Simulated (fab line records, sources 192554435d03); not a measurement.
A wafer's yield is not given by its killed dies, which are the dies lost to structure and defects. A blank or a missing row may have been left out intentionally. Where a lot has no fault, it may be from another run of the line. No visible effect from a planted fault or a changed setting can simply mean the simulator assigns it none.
Matching of chambers || flow n5Finfet || 4 sister chambers for N5_BEOL_M7_ETCH_72 on rieDiel-01
The step etches underlayer in N2/H2, target depth 6.5 nm, time 5.2 s. 4 wafers are shown with their chamber, then 9 later ones without.

== WAFERS WITH THEIR CHAMBER ==
{"wafer": "L084.5", "chamber": 3, "drypumpMotorCurrentA (A)": 5.3}
{"wafer": "L089.1", "chamber": 1, "drypumpMotorCurrentA (A)": 5.8}
{"wafer": "L089.4", "chamber": 2, "drypumpMotorCurrentA (A)": 5.0}
{"wafer": "L089.6", "chamber": 0, "drypumpMotorCurrentA (A)": 4.9}

== WAFERS MISSING THEIR CHAMBER ==
{"wafer": "L093.1", "drypumpMotorCurrentA (A)": 4.9}
{"wafer": "L093.5", "drypumpMotorCurrentA (A)": 5.3}
{"wafer": "L093.6", "drypumpMotorCurrentA (A)": 4.9}
{"wafer": "L095.1", "drypumpMotorCurrentA (A)": 5.9}
{"wafer": "L095.2", "drypumpMotorCurrentA (A)": 4.9}
{"wafer": "L095.4", "drypumpMotorCurrentA (A)": 5.0}
{"wafer": "L096.2", "drypumpMotorCurrentA (A)": 4.9}
{"wafer": "L096.3", "drypumpMotorCurrentA (A)": 5.3}
{"wafer": "L096.4", "drypumpMotorCurrentA (A)": 5.0}

== WHICH CHAMBER EACH WENT THROUGH ==
{"wafer": "L093.1", "from the rows above": 0, "in truth": 0}
{"wafer": "L093.5", "from the rows above": 3, "in truth": 3}
{"wafer": "L093.6", "from the rows above": 0, "in truth": 0}
{"wafer": "L095.1", "from the rows above": 1, "in truth": 1}
{"wafer": "L095.2", "from the rows above": 0, "in truth": 0}
{"wafer": "L095.4", "from the rows above": 2, "in truth": 2}
{"wafer": "L096.2", "from the rows above": 0, "in truth": 0}
{"wafer": "L096.3", "from the rows above": 3, "in truth": 3}
{"wafer": "L096.4", "from the rows above": 2, "in truth": 2}
Correct placement for 9 of the 9. From these rows, 0 cannot be placed. Wrongly placed: 0.
How it was worked out, from the rows above alone: a wafer's distance from a chamber is the root of the sum, over the readings, of the square of ((its reading less the chamber's mean) divided by the reading's scatter). The wafer belongs to the nearest chamber; if the next one is less than 2 further off, it can't be placed. Each chamber's mean is taken over the wafers shown for it. The scatter (one wafer shown for each chamber): square how far every hidden wafer sits from the nearest shown wafer, average those squares and take the square root.
